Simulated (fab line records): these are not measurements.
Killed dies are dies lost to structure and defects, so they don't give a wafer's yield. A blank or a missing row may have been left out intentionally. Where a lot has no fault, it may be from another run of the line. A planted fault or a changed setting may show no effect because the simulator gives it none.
fab line records | flow n5_finfet
record: lots: 7 | wafers: 39
route steps=1938 shown FIN_SAQP@94 DUMMY_GATE@228 SD_EPI_N@288 HKMG_FIN@385 GATE_CUT@510 MOL_CONTACT_COAG@615 BEOL_M4@1111
start_h: start of the lot's first displayed wafer, in hours after the record's first day | wait_h: hours from the lot's prior step to this one | " identical to the entry in the row above | L1.1+2: several wafers, shown together as one row | - no value present, or no start provided | * or withheld: withheld | < > ~ a bound
route shown NAME@n: names a module that has steps shown in the file, with the first one's number in the route | usual: the fault-free wafers' mean and standard deviation | same: alike in all rows | chamber/n: place in a boat | sites: each site's reading | _std_site: standard deviation across them | _edge_site: outer sites' mean less inner sites' | radius_mm: for every site, how far away it sits from the centre of the wafer | mask NAME#n: copy n | behind: the most recent tool/chamber to have shaped the wafer | hold: the reason the lot was held/the length of the hold in hours/how it ended | device: whichever transistor did not switch (one of n, p or np) | end of line: at the end of the route, the tests of the same wafers | for a step that has no rows: nothing shown but its recipe | killed: the dies lost at the first sort to structure and to defects; this is not the yield of the wafer | map: a wafer's dies, x killed, . not, _ none there
set.NAME: the setting that was run; set.NAME@STEP: the one run at that earlier step | model.NAME: the simulator's own value behind a step, which no gauge read
lots run with intentionally changed settings; tables by step, rows by wafer
== steps ==
step: N5_FIN_SAQP_ALD_61
recipe: material: SiO2 | target_thk_a: 40 | temp_c: 300 | ald_precursor_family: BDEAS | ald_co_reactant: O2-plasma | pulse_time_s: 1 | purge_time_s: 2 | co_reactant_purge_time_s: 2 | ald_cycles: 43 | pressure_torr: 2
step: N5_FIN_SAQP_ETCH_51
recipe: chemistry: CF4 | target: SiARC | target_depth_a: 455 | mask_material: CAR-ArF | time_s: 75.8 | ion_energy_ev: 80 | pressure_mtorr: 40 | source_w: 545 | bias_w: 36 | Ar_flow_sccm: 100 | cf4_flow_sccm: 100 | ends: cleared
step: N5_DUMMY_GATE_EXPOSE_12
recipe: mask_id: GATE | na: 0.33 | source_shape: annular | sigma_inner: 0.2 | sigma_outer: 0.6 | polarization: unpolarized | target_cd_nm: 25 | dose_mj: 34
step: N5_DUMMY_GATE_ETCH_37
recipe: chemistry: N2/H2 | target: SOC | target_depth_a: 600 | overetch_a: 300 | temp_c: 40 | ion_energy_ev: 200 | pressure_mtorr: 30 | source_w: 840 | bias_w: 150 | n2_flow_sccm: 200 | h2_flow_sccm: 200
step: N5_SD_EPI_N_EPI_21
recipe: material: Si:P | dopant: P | temp_c: 680 | pressure_torr: 255 | time_s: 690
step: N5_HKMG_FIN_IL_REGROW_00
recipe: material: SiO2 | target_thk_a: 7.5 | chemistry: O3 | temp_c: withheld | time_s: 30
step: N5_HKMG_FIN_ETCH_54
step: N5_GATE_CUT_ALD_22
recipe: material: SiNx | target_thk_a: 160 | temp_c: 400 | ald_precursor_family: SiH2I2 | ald_co_reactant: N2/H2-plasma | pulse_time_s: 1 | ald_cycles: 320 | purge_time_s: 2 | co_reactant_purge_time_s: 2 | pressure_torr: 2
step: N5_MOL_CONTACT_COAG_VIA_ETCH_117
recipe: chemistry: C4F6/O2 | target_depth_a: 400 | overetch_a: 80 | mask_material: SOC | target: SiO2 | bias_w: 455 | pressure_mtorr: 10 | time_s: 26 | source_w: 325 | Ar_flow_sccm: 300 | C4F6_flow_sccm: 10 | O2_flow_sccm: 10 | ion_energy_ev: 575.3 | ends: end_point
step: N5_BEOL_M4_RC_MEAS_101
usual: DIBL_N: 36.0/1.6 | DIBL_P: 36.1/2 | IOFF_P_85C: 3.7/0.56 | REXT_N: 74.9/1.7 | RS_SD_N: 28.3/0.42 | SS_P: 73.3/0.65
lot.wafer | tool      | chamber | start_h | wait_h | set.temp_c@FIN_SAQP_ALD_61 | set.cf4_flow_sccm@FIN_SAQP_ETCH_51 | set.dose_mj@DUMMY_GATE_EXPOSE_12 | set.source_w@DUMMY_GATE_ETCH_37 | set.time_s@SD_EPI_N_EPI_21 | set.time_s@HKMG_FIN_IL_REGROW_00 | set.bias_w@HKMG_FIN_ETCH_54 | set.ald_cycles@GATE_CUT_ALD_22 | set.target_depth_a@MOL_CONTACT_COAG_VIA_ETCH_117 | DIBL_N[mV/V] | DIBL_P[mV/V] | IOFF_P_85C[nA/um] | REXT_N[ohm.um] | RS_SD_N[ohm/sq] | SS_P[mV/dec]
L076.1    | prober-01 | 0       | 175.16  | 0.0    | 295                        | 100                                | 34                               | 726                             | 690                        | 24.65                            | 29.9                        | 371                            | 386.9                                            | 32.9         | 33.0         | 2.7               | 77.9           | 28.1            | 72.1
L076.2    | "         | 0       | "       | "      | 295                        | 100                                | 34                               | 840                             | 690                        | 24.65                            | 36                          | 371                            | 400                                              | 36.6         | 37.1         | 3.6               | 76.0           | 27.8            | 73.4
L076.3    | "         | 0       | "       | "      | 300                        | 100                                | 34                               | 840                             | 591.2                      | 30                               | 36                          | 320                            | 386.9                                            | 33.3         | 32.5         | 2.7               | 79.8           | 31.3            | 72.0
L076.4    | "         | 0       | "       | "      | 300                        | 100                                | 34                               | 726                             | 690                        | 30                               | 29.9                        | 320                            | 386.9                                            | 33.2         | 33.1         | 2.8               | 77.4           | 27.9            | 71.6
L076.5    | "         | 0       | "       | "      | 300                        | 100                                | 34                               | 726                             | 591.2                      | 24.65                            | 36                          | 320                            | 400                                              | 32.7         | 32.0         | 2.5               | 79.7           | 30.7            | 71.9
L076.6    | "         | 0       | "       | "      | 295                        | 100                                | 34                               | 840                             | 591.2                      | 30                               | 29.9                        | 371                            | 400                                              | 38.2         | 38.3         | 3.8               | 79.4           | 30.6            | 73.2
L080.1    | prober-01 | 0       | 204.34  | 0.0    | 300                        | 86.42                              | 34                               | 840                             | 690                        | 23.83                            | 41.53                       | 320                            | 400                                              | 35.2         | 35.2         | 3.2               | 76.7           | 28.7            | 73.5
L080.2    | "         | 0       | "       | "      | 300                        | 86.42                              | 35.96                            | 840                             | 614.4                      | 30                               | 41.53                       | 297                            | 400                                              | 40.0         | 42.0         | 4.7               | 81.0           | 30.8            | 75.6
L080.3    | "         | 0       | "       | "      | 303.7                      | 100                                | 35.96                            | 840                             | 690                        | 30                               | 36                          | 320                            | 400                                              | 38.6         | 41.5         | 4.5               | 78.9           | 28.4            | 75.1
L080.4    | "         | 0       | "       | "      | 303.7                      | 86.42                              | 34                               | 840                             | 690                        | 30                               | 36                          | 297                            | 400                                              | 35.7         | 37.7         | 3.8               | 76.4           | 28.4            | 73.8
L080.5    | "         | 0       | "       | "      | 300                        | 100                                | 35.96                            | 840                             | 614.4                      | 23.83                            | 41.53                       | 320                            | 400                                              | 37.8         | 38.8         | 3.8               | 79.9           | 31.2            | 74.4
L080.6    | "         | 0       | "       | "      | 303.7                      | 100                                | 34                               | 840                             | 614.4                      | 23.83                            | 36                          | 297                            | 400                                              | 37.4         | 37.8         | 3.9               | 78.9           | 30.8            | 74.0
L084.1    | prober-02 | 0       | 234.40  | 0.0    | 300                        | 100                                | 34                               | 840                             | 690                        | 30                               | 36                          | 320                            | 400                                              | 36.5         | 37.7         | 4.5               | 77.0           | 29.0            | 73.6
L084.2    | "         | 0       | "       | "      | 300                        | 100                                | 34                               | 840                             | 690                        | 30                               | 36                          | 320                            | 400                                              | 39.1         | 39.4         | 4.8               | 76.0           | 28.8            | 73.5
L084.6    | "         | 0       | "       | "      | 300                        | 100                                | 34                               | 840                             | 690                        | 30                               | 36                          | 320                            | 400                                              | 37.7         | 38.8         | 4.4               | 76.0           | 28.6            | 73.5
L087.1    | prober-01 | 0       | 238.30  | 0.0    | 300                        | 100                                | 32.26                            | 840                             | 560.1                      | 36.14                            | 36                          | 320                            | 434.6                                            | 31.9         | 29.7         | 2.9               | 81.5           | 32.2            | 72.0
L087.2    | "         | 0       | "       | "      | 286.9                      | 107.5                              | 32.26                            | 840                             | 690                        | 30                               | 36                          | 320                            | 400                                              | 32.5         | 31.2         | 3.1               | 78.5           | 28.5            | 71.7
L087.3    | "         | 0       | "       | "      | 300                        | 107.5                              | 34                               | 840                             | 560.1                      | 30                               | 30.08                       | 341                            | 434.6                                            | 36.8         | 37.6         | 4.5               | 84.3           | 32.5            | 74.2
L087.4    | "         | 0       | "       | "      | 300                        | 100                                | 32.26                            | 840                             | 690                        | 30                               | 30.08                       | 341                            | 434.6                                            | 34.3         | 33.9         | 3.8               | 77.7           | 28.4            | 72.3
L087.5    | "         | 0       | "       | "      | 286.9                      | 107.5                              | 34                               | 840                             | 690                        | 36.14                            | 30.08                       | 320                            | 400                                              | 35.5         | 35.7         | 3.9               | 78.8           | 28.2            | 73.2
L087.6    | "         | 0       | "       | "      | 286.9                      | 100                                | 34                               | 840                             | 560.1                      | 36.14                            | 36                          | 341                            | 400                                              | 37.6         | 36.5         | 4.3               | 82.2           | 32.4            | 73.2
L095.1    | prober-02 | 0       | 294.45  | 0.0    | 300                        | 107.7                              | 34                               | 934                             | 789.1                      | 30                               | 36                          | 320                            | 400                                              | 35.3         | 36.5         | 4.0               | 72.8           | 26.8            | 73.9
L095.2    | "         | 0       | "       | "      | 313.2                      | 100                                | 32.39                            | 934                             | 789.1                      | 30                               | 36                          | 354                            | 400                                              | 29.7         | 30.5         | 2.7               | 72.7           | 26.1            | 71.7
L095.3    | "         | 0       | "       | "      | 313.2                      | 100                                | 32.39                            | 934                             | 690                        | 32.48                            | 36                          | 320                            | 400                                              | 30.8         | 32.5         | 3.1               | 73.0           | 28.0            | 72.6
L095.4    | "         | 0       | "       | "      | 300                        | 100                                | 34                               | 840                             | 789.1                      | 32.48                            | 36                          | 320                            | 400                                              | 31.9         | 33.2         | 3.2               | 72.7           | 25.9            | 72.1
L095.5    | "         | 0       | "       | "      | 313.2                      | 107.7                              | 34                               | 840                             | 690                        | 32.48                            | 36                          | 354                            | 400                                              | 35.7         | 37.5         | 4.1               | 73.4           | 28.8            | 73.8
L095.6    | "         | 0       | "       | "      | 300                        | 107.7                              | 32.39                            | 840                             | 690                        | 30                               | 36                          | 354                            | 400                                              | 27.5         | 28.2         | 2.3               | 75.9           | 29.0            | 71.4
L094.1    | prober-02 | 0       | 301.11  | 0.0    | 300                        | 76.35                              | 35.32                            | 989.1                           | 820.8                      | 26.11                            | 39.8                        | 320                            | 438.8                                            | 38.5         | 39.0         | 4.4               | 73.4           | 25.0            | 73.2
L094.2    | "         | 0       | "       | "      | 291.3                      | 100                                | 35.32                            | 840                             | 690                        | 30                               | 36                          | 320                            | 438.8                                            | 39.0         | 39.1         | 4.4               | 74.5           | 28.5            | 73.9
L094.3    | "         | 0       | "       | "      | 291.3                      | 76.35                              | 35.32                            | 840                             | 690                        | 26.11                            | 39.8                        | 295                            | 400                                              | 40.3         | 40.2         | 4.8               | 74.2           | 27.9            | 74.5
L094.4    | "         | 0       | "       | "      | 291.3                      | 100                                | 34                               | 989.1                           | 820.8                      | 26.11                            | 36                          | 295                            | 400                                              | 36.5         | 36.4         | 3.7               | 73.5           | 24.7            | 73.3
L094.5    | "         | 0       | "       | "      | 300                        | 100                                | 34                               | 989.1                           | 690                        | 30                               | 39.8                        | 295                            | 438.8                                            | 39.7         | 40.6         | 4.9               | 74.0           | 28.1            | 74.4
L094.6    | "         | 0       | "       | "      | 300                        | 76.35                              | 34                               | 840                             | 820.8                      | 30                               | 36                          | 320                            | 400                                              | 35.1         | 34.4         | 3.3               | 73.7           | 24.8            | 72.2
L096.1    | prober-02 | 0       | 303.28  | 0.0    | 300                        | 93.18                              | 36.67                            | 840                             | 690                        | 30                               | 31.54                       | 305                            | 400                                              | 38.9         | 39.3         | 4.3               | 73.3           | 28.8            | 74.2
L096.2    | "         | 0       | "       | "      | 300                        | 100                                | 34                               | 840                             | 690                        | 32.72                            | 36                          | 305                            | 400                                              | 34.7         | 33.8         | 3.3               | 73.1           | 28.5            | 72.0
L096.3    | "         | 0       | "       | "      | 300                        | 93.18                              | 36.67                            | 840                             | 690                        | 32.72                            | 36                          | 320                            | 400                                              | 41.3         | 43.3         | 5.9               | 73.0           | 28.5            | 75.3
L096.4    | "         | 0       | "       | "      | 290.5                      | 100                                | 36.67                            | 840                             | 690                        | 30                               | 36                          | 320                            | 400                                              | 39.2         | 40.5         | 4.8               | 73.7           | 28.2            | 74.3
L096.5    | "         | 0       | "       | "      | 290.5                      | 93.18                              | 34                               | 840                             | 690                        | 30                               | 31.54                       | 305                            | 400                                              | 33.7         | 33.0         | 3.1               | 73.6           | 28.6            | 72.7
L096.6    | "         | 0       | "       | "      | 290.5                      | 100                                | 34                               | 840                             | 690                        | 32.72                            | 31.54                       | 320                            | 400                                              | 37.3         | 37.9         | 4.2               | 73.3           | 28.5            | 74.2
== key ==
split: step: N5_FIN_SAQP_ALD_61 | setting: temp_c | stated_as: 300
response none clear
split: step: N5_FIN_SAQP_ETCH_51 | setting: cf4_flow_sccm | stated_as: 100
response none clear
split: step: N5_DUMMY_GATE_EXPOSE_12 | setting: dose_mj | stated_as: 34
response: step: N5_BEOL_M4_RC_MEAS_101 | reading: DIBL_P | slope: +0.843 | per: 1% | together_with: all | explained: 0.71
response: step: N5_BEOL_M4_RC_MEAS_101 | reading: DIBL_N | slope: +0.65 | per: 1% | together_with: all | explained: 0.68
response: step: N5_BEOL_M4_RC_MEAS_101 | reading: SS_P | slope: +0.238 | per: 1% | together_with: all | explained: 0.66
response: step: N5_BEOL_M4_RC_MEAS_101 | reading: IOFF_P_85C | slope: +0.176 | per: 1% | together_with: all | explained: 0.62
split: step: N5_DUMMY_GATE_ETCH_37 | setting: source_w | stated_as: 840
response none clear
split: step: N5_SD_EPI_N_EPI_21 | setting: time_s | stated_as: 690
response: step: N5_BEOL_M4_RC_MEAS_101 | reading: RS_SD_N | slope: -0.193 | per: 1% | together_with: all | explained: 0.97
response: step: N5_BEOL_M4_RC_MEAS_101 | reading: REXT_N | slope: -0.156 | per: 1% | together_with: all | explained: 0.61
split: step: N5_HKMG_FIN_IL_REGROW_00 | setting: time_s | stated_as: 30
response none clear
split: step: N5_HKMG_FIN_ETCH_54 | setting: bias_w | stated_as: 36
response none clear
split: step: N5_GATE_CUT_ALD_22 | setting: ald_cycles | stated_as: 320
response none clear
split: step: N5_MOL_CONTACT_COAG_VIA_ETCH_117 | setting: target_depth_a | stated_as: 400
response none clear
